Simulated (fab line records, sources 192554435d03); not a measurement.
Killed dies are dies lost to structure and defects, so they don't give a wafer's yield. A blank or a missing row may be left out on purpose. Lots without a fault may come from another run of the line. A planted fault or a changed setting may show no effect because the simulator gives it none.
Problem report in the 8D (eight disciplines) form, filled by code | flow n5_finfet | the parts of the form that need people (team, actions taken, sign-off) are left out

1. THE PROBLEM
spin_speed_rpm at N5_BEOL_M7_COAT_05 reads a mean of 1555.6 rpm on 6 wafers of 2 lots; wafers without a fault read 1500.1 rpm with a standard deviation of 0.9. That is +62 standard deviations from the usual mean.
The step: resist thk 90 nm.
First seen on wafer L230.2, day 10 17:16, on litho_track-01. The record holds 18 wafers of 6 lots with a number at this step. Rule for "out", or "out of limits": more than 4 standard deviations from the usual mean. The other wafers with a number count as sound.

2. WHAT IT IS AND WHAT IT IS NOT
question                    | is                     | is not
which readings at this step | spin_speed_rpm         | -
which lots                  | L230, L231             | L223, L229, L241, L243
which wafers of those lots  | all that have a number | -
read on which tools         | litho_track-01         | litho_track-02, litho_track-04
when                        | from day 10 17:16      | up to then (6 sound wafers); but 6 sound wafers of L241, L243 came after

3. SUSPECTS, AND WHAT RULES EACH OUT
Counting: a tool at a process step up to the reading stays a suspect if it ran every lot that is out and no sound lot after the first of them.
- pvd_sputter-02 at N5_BEOL_M7_HM_DEP_02 (deposits TiN, target thk 20 nm): ruled out as a lasting fault. Sound lots L241 ran on it after its first lot that is out, L230 (day 10 17:08).
- litho_track-01 at N5_BEOL_M7_COAT_05 (resist thk 90 nm): kept. It ran every lot that is out, first L230 (day 10 17:16), and no sound lot after that; its last sound lot up to then is L223 (day 9 01:58). Its own readings are out on those wafers: spin_speed_rpm.
Left after counting: litho_track-01 at N5_BEOL_M7_COAT_05.

4. THE CAUSE (what the simulator had put in)
Process parameter drift: litho_track-01, from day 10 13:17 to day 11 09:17, at N5_BEOL_M7_COAT_05. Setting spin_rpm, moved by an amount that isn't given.
Counting left only this tool.

5. THE CHAIN OF EFFECTS, in route order
Each row: a reading whose mean over the struck wafers that have a number lies more than 3 standard deviations from the usual. Only readings for which the record gives a usual standard deviation are gone through. hours: the time from each lot's start at the first step in this table that gives one to its start at this step, as a median over the lots. sigmas: the change in usual standard deviations.
hours | step               | reading        | usual      | on struck wafers | change | sigmas
0     | N5_BEOL_M7_COAT_05 | spin_speed_rpm | 1500.1 rpm | 1555.6           | +55.5  | +62
The process steps in it:
- N5_BEOL_M7_COAT_05: resist thk 90 nm.
Later measuring or inspecting steps at which every struck wafer that the step has a row for has a number for every such reading, and none has moved that far: N5_BEOL_M7_CD_MEAS_11, N5_BEOL_M7_OVL_MEAS_12, N5_BEOL_M7_INSPECT_13.

6. WHAT WOULD HAVE CAUGHT IT SOONER
In this record the first reading out of limits was taken at day 10 17:16, 4 hours after the fault began at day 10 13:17.
